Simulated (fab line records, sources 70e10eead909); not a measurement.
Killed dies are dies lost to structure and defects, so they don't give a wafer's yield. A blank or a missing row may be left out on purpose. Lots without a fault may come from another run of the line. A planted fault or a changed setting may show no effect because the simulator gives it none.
A struck lot beside a sound one | flow nand_harc | 40 steps out of a route of 1302
Sound: wafers L213.2, L213.4, L213.6. Struck: wafers L223.1, L223.3, L223.5. The cause comes at the end.
At each step with rows: each side's tool, then ch and its chambers, then its first start. Under that, the readings that differ: sound wafers | struck wafers | difference of the means | sigmas: that difference in standard deviations of wafers without a fault.
alike: readings whose means differ by less than 2 such deviations, and words and numbers that are the same on both sides. not compared: withheld readings, readings that some wafer has no value for, bounds like >300 that may hide the same value, and numbers for which the record gives no deviation and whose values overlap.
The two part at a step that has a row with sigmas, a row that says differs or no value, or rows on one side only. Numbers that don't overlap but have no deviation are shown without sigmas and don't part them. A reading that every wafer of one side lacks parts them only if that side has two wafers or more.

first, 1 step without rows for these wafers: NHARC_A_BLC_DESCUM_15 (chemistry O2, time 3 s).
NHARC_A_BLC_ETCH_16: etches the open film in CF4, target depth 39 nm, time 65 s.
  sound on rie_diel-09 ch 0,1,3, day 24 01:01; struck on rie_diel-06 ch 0,3, day 28 08:44
  alike: drypump_motor_current_A, mfc_ar_sccm, oes_product_au, rf_vpp_V, showerhead_plenum_p_Torr, throttle_valve_pct
  not compared: rf_hours_counter_h
then, 2 steps without rows for these wafers: NHARC_A_BLC_ETCH_17 (etches the open film in N2/H2, target depth 390 nm, time 609.38 s); NHARC_A_BLC_ETCH_18 (etches the open film in C4F8/O2/Ar, target depth 910 nm).
NHARC_A_BLC_CD_MEAS_19:
  sound on cd_sem-03, day 24 01:53; struck on cd_sem-03, day 28 09:37
  alike: cd_nm
then, 3 steps without rows for these wafers: NHARC_A_BLC_STRIP_29 (strips in CF4); NHARC_A_BLC_STRIP_21 (strips in O2); NHARC_A_BLC_STRIP_22 (strips in post etch residue remover, time 600 s).
NHARC_A_BLC_DEGAS_30: time 60 s.
  sound on pvd_sputter-03, day 24 02:29; struck on pvd_sputter-01, day 28 10:14
  alike: heater_power_w
then, 3 steps without rows for these wafers: NHARC_A_BLC_PRE_CLEAN_31 (time 15 s); NHARC_A_BLC_PVD_32 (deposits Ti, target thk 5 nm, time 17.7 s); NHARC_A_BLC_ALD_23 (deposits TiN, target thk 3 nm, pulse time 1 s, ald cycles 150).
NHARC_A_BLC_CVD_24: deposits W, target thk 150 nm, time 434 s.
  sound on cvd_w-02 ch 0,1, day 24 03:02; struck on cvd_w-01 ch 0, day 28 10:44
  reading                | sound          | struck         | difference | sigmas
  throttle_valve_pct (%) | 7.84 7.92 7.87 | 8.65 8.40 8.42 | +0.61      | +2
  alike: chamber_pressure_Torr, heater_power_w, mfc_ar_sccm
then, 12 steps without rows for these wafers: NHARC_A_BLC_CMP_25 (polishes, t overpolish 30 s, target thk 150 nm); NHARC_A_BLC_SRD_27; NHARC_A_M0_DEP_00 (deposits SiOC, target thk 150 nm); NHARC_A_M0_DEHYDRATE_01 (time 120 s); NHARC_A_M0_HMDS_02 (time 30 s); NHARC_A_M0_COAT_33 (time 65 s); NHARC_A_M0_COAT_03 (resist thk 90 nm); NHARC_A_M0_SOFTBAKE_04 (time 55 s); NHARC_A_M0_EBR_05; NHARC_A_M0_EXPOSE_06 (exposes mask A M0, target cd 80 nm); NHARC_A_M0_PEB_07 (peb time 65 s); NHARC_A_M0_DEVELOP_08 (develop time 35 s).
NHARC_A_M0_CD_MEAS_09: target cd 80 nm.
  sound on cd_sem-02 ch 0, day 24 04:48; struck on cd_sem-03 ch 0, day 28 12:31
  alike: cd_nm
NHARC_A_M0_OVL_MEAS_10: pitch 160 nm.
  sound on overlay-02, day 24 04:53; struck on overlay-01, day 28 12:37
  alike: overlay_x_nm, overlay_y_nm
then, 3 steps without rows for these wafers: NHARC_A_M0_DESCUM_14 (chemistry O2, time 3 s); NHARC_A_M0_ETCH_34 (etches the open film in N2/H2, target depth 40 nm, overetch 12 nm, time 43.94 s); NHARC_A_M0_ETCH_15 (etches the open film in C4F8/Ar, target depth 150 nm, overetch 15 nm, time 82.5 s).
NHARC_A_M0_CD_MEAS_16:
  sound on cd_sem-03, day 24 05:17; struck on cd_sem-02, day 28 13:00
  alike: cd_nm
then, 3 steps without rows for these wafers: NHARC_A_M0_STRIP_18 (strips in N2/H2); NHARC_A_M0_STRIP_19 (strips in post etch residue remover, time 600 s); NHARC_A_M0_DEGAS_28 (time 60 s).
NHARC_A_M0_PRE_CLEAN_29: time 30 s.
  sound on pvd_sputter-02; struck on pvd_sputter-01
  alike: heater_power_w
then, 1 step without rows for these wafers: NHARC_A_M0_PVD_20 (deposits TaN, target thk 5 nm, time 8.06 s).
NHARC_A_M0_PVD_21: deposits Cu, target thk 30 nm, time 20.49 s.
  sound on pvd_sputter-02; struck on pvd_sputter-01
  alike: throttle_valve_pct
then, 1 step without rows for these wafers: NHARC_A_M0_ECD_22 (material Cu, target thk 400 nm).
NHARC_A_M0_ANNEAL_30: time 90 s.
  sound on rtp_anneal-01 ch 0, day 24 06:42; struck on rtp_anneal-01 ch 0, day 28 14:25
  alike: wafer_temp_C_max
NHARC_END_SORT_01:
  the record has rows for the struck wafers here (prober-01 ch 0, day 30 02:02) and none for the sound ones

WHERE THEY PART
First at NHARC_A_BLC_CVD_24; last, within this record, at NHARC_END_SORT_01.

WHY: what the simulator had put in
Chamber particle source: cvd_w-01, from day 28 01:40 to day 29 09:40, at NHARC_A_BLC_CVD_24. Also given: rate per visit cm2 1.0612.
